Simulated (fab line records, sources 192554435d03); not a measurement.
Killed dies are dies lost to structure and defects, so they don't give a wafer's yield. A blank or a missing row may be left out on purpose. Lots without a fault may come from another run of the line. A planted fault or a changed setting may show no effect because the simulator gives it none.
Chamber matching | flow n5_finfet | N5_MOL_CONTACT_COAG_ETCH_106 on rie_diel-03: 3 sister chambers
The step etches SOC in N2/H2, target depth 80 nm, overetch 16 nm, time 120 s. 18 wafers are shown with their chamber, then 8 later ones without.

WAFERS WITH THEIR CHAMBER
wafer  | chamber | showerhead_plenum_p_Torr (Torr) | throttle_valve_pct (%) | oes_product_au (a.u.)
L075.3 | 3       | 2.59                            | 17.57                  | 0.78
L075.4 | 0       | 2.63                            | 18.14                  | 0.65
L075.6 | 0       | 2.63                            | 18.15                  | 0.65
L076.1 | 0       | 2.63                            | 18.17                  | 0.64
L076.3 | 3       | 2.59                            | 17.61                  | 0.78
L076.6 | 0       | 2.63                            | 18.14                  | 0.65
L083.2 | 1       | 2.38                            | 17.84                  | 0.64
L083.4 | 1       | 2.38                            | 17.82                  | 0.64
L083.5 | 0       | 2.62                            | 18.17                  | 0.64
L084.1 | 1       | 2.38                            | 17.83                  | 0.64
L084.3 | 0       | 2.62                            | 18.17                  | 0.63
L084.4 | 0       | 2.62                            | 18.18                  | 0.64
L085.3 | 0       | 2.62                            | 18.19                  | 0.63
L085.5 | 1       | 2.38                            | 17.84                  | 0.64
L085.6 | 0       | 2.62                            | 18.19                  | 0.63
L088.2 | 1       | 2.38                            | 17.86                  | 0.63
L088.3 | 3       | 2.58                            | 17.66                  | 0.74
L088.5 | 1       | 2.38                            | 17.86                  | 0.63

SIGNATURES (means of the wafers above)
reading                  | chamber 0 | chamber 1 | chamber 3 | scatter within a chamber
showerhead_plenum_p_Torr | 2.6244    | 2.3800    | 2.5867    | 0.00439
throttle_valve_pct       | 18.1667   | 17.8417   | 17.6133   | 0.0236
oes_product_au           | 0.6400    | 0.6367    | 0.7667    | 0.011
Rule: a wafer's distance from a chamber is the root of the sum, over the readings, of the square of ((its reading less the chamber's mean) divided by the reading's scatter). The wafer belongs to the nearest chamber; if the next one is less than 2 further off, it can't be placed. The scatter: the root of (the sum of the squares of (reading less its chamber's mean) over the shown wafers, divided by (wafers less chambers)).

WAFERS WITHOUT THEIR CHAMBER
wafer  | showerhead_plenum_p_Torr (Torr) | throttle_valve_pct (%) | oes_product_au (a.u.)
L091.2 | 2.57                            | 17.67                  | 0.74
L091.4 | 2.61                            | 18.21                  | 0.62
L091.6 | 2.38                            | 17.89                  | 0.63
L092.2 | 2.37                            | 17.86                  | 0.62
L092.5 | 2.37                            | 17.87                  | 0.63
L092.6 | 2.61                            | 18.21                  | 0.62
L096.1 | 2.61                            | 18.24                  | 0.62
L096.2 | 2.57                            | 17.69                  | 0.71

WHICH CHAMBER EACH WENT THROUGH
wafer  | from the rows above | in truth
L091.2 | 3                   | 3
L091.4 | 0                   | 0
L091.6 | 1                   | 1
L092.2 | 1                   | 1
L092.5 | 1                   | 1
L092.6 | 0                   | 0
L096.1 | 0                   | 0
L096.2 | 3                   | 3
Placed correctly: 8 of 8. Can't be placed from these rows: 0. Placed wrongly: 0.
